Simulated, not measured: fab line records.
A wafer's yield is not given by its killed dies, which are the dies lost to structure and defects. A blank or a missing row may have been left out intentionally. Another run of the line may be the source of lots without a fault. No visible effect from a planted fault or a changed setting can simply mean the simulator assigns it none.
Split-lot study    flow n5 finfet    route with 1938 steps; 7 lots, 21 wafers read

== SPLIT DETAILS ==
At N5_HKMG_FIN_COAT_41 (time 60 s, resist thk 300 nm), the setting spin rpm was moved away from the recipe's 1500 rpm on 5 of the 21 wafers read, by -7.1% to +10.0%. All remaining wafers had this setting at the recipe value.

The reading is taken at the split's own step.

== THE READING ==
SOC_of_HKMG_FIN_COAT_41.thk nm (the simulator's own value, which no gauge read), in nm, at N5_HKMG_FIN_COAT_41 (time 60 s, resist thk 300 nm). The file does not state a usual value for it. Across the 16 wafers here that went through the recipe, the average is 299.6 nm and the standard deviation 0.68 nm.

wafer   tool, chamber at the split  spin rpm as run, rpm  against the recipe  SOC_of_HKMG_FIN_COAT_41.thk nm, nm  against lot-mates on the recipe
L074.1  litho track-01, 0           1500                  recipe              300.2                               -
L074.2  litho track-01, 0           1393                  -7.1%               311.6                               +11.4
L074.3  litho track-01, 0           1393                  -7.1%               312                                 +11.8
L081.1  litho track-03, 0           1500                  recipe              299.2                               -
L081.4  litho track-03, 0           1500                  recipe              299.2                               -
L081.3  litho track-03, 0           1500                  recipe              298.2                               -
L086.3  litho track-03, 0           1500                  recipe              300.2                               -
L086.4  litho track-03, 0           1558                  +3.9%               295.4                               -4.7
L086.5  litho track-03, 0           1500                  recipe              300                                 -
L090.1  litho track-05, 0           1500                  recipe              298.6                               -
L090.3  litho track-05, 0           1500                  recipe              299.6                               -
L090.4  litho track-05, 0           1500                  recipe              299.8                               -
L092.3  litho track-03, 0           1500                  recipe              299.6                               -
L092.5  litho track-03, 0           1650                  +10.0%              285.4                               -13.8
L092.6  litho track-03, 0           1500                  recipe              298.8                               -
L095.3  litho track-03, 0           1500                  recipe              300.6                               -
L095.6  litho track-03, 0           1500                  recipe              300.6                               -
L095.4  litho track-03, 0           1500                  recipe              299                                 -
L096.1  litho track-03, 0           1500                  recipe              299.6                               -
L096.3  litho track-03, 0           1455                  -3.0%               304.8                               +5.0
L096.4  litho track-03, 0           1500                  recipe              300                                 -

FIT RESULTS
A straight line over all 21 wafers: SOC_of_HKMG_FIN_COAT_41.thk nm changes by -1.54 nm for each +1% of spin rpm; r = -0.99; the points scatter about the line by 0.85 nm.
The same after taking each lot's own level away (the mean of its wafers on the recipe; 21 wafers): -1.49 nm for each +1%; r = -0.99; scatter 0.61 nm.
Per that fit: largest spin rpm move, reading shift of 15 nm.
Across the lots, their own levels run from 298.87 to 300.20 nm, a range of 2.0 times the standard deviation given above.
Consequently the slope shifts little with the lot-to-lot level, the two slopes agreeing.
Check: -15.5 nm against its lot-mates is what the line predicts for one of the wafers moved furthest among these (+10.0%) when that wafer is left out of the fit. Against them it came out at -13.8 nm.

== FURTHER SPLITS ON THESE WAFERS ==
Note: prior to the reading, these wafers also went through further splits. Each is held against what the fit with the lots' levels taken away leaves over:
other split on the same wafers      wafers away from the commonest value  r with SOC_of_HKMG_FIN_COAT_41.thk nm (lot level and that fit taken away)
N5_SD_EPI_N_EXPOSE_06 dose mj       6                                     -0.15
N5_SD_EPI_N_ETCH_45 target depth a  5                                     -0.13
N5_SDB_HM_DEP_00 time s             5                                     -0.05
N5_SDB_EXPOSE_08 dose mj            7                                     -0.06
N5_HKMG_FIN_HK_ALD_01 ald cycles    9                                     -0.08

== FILE'S OWN FIT ==
SOC_of_HKMG_FIN_COAT_41.thk nm changes by -1.45 nm for each +1% of spin rpm, r = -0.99.
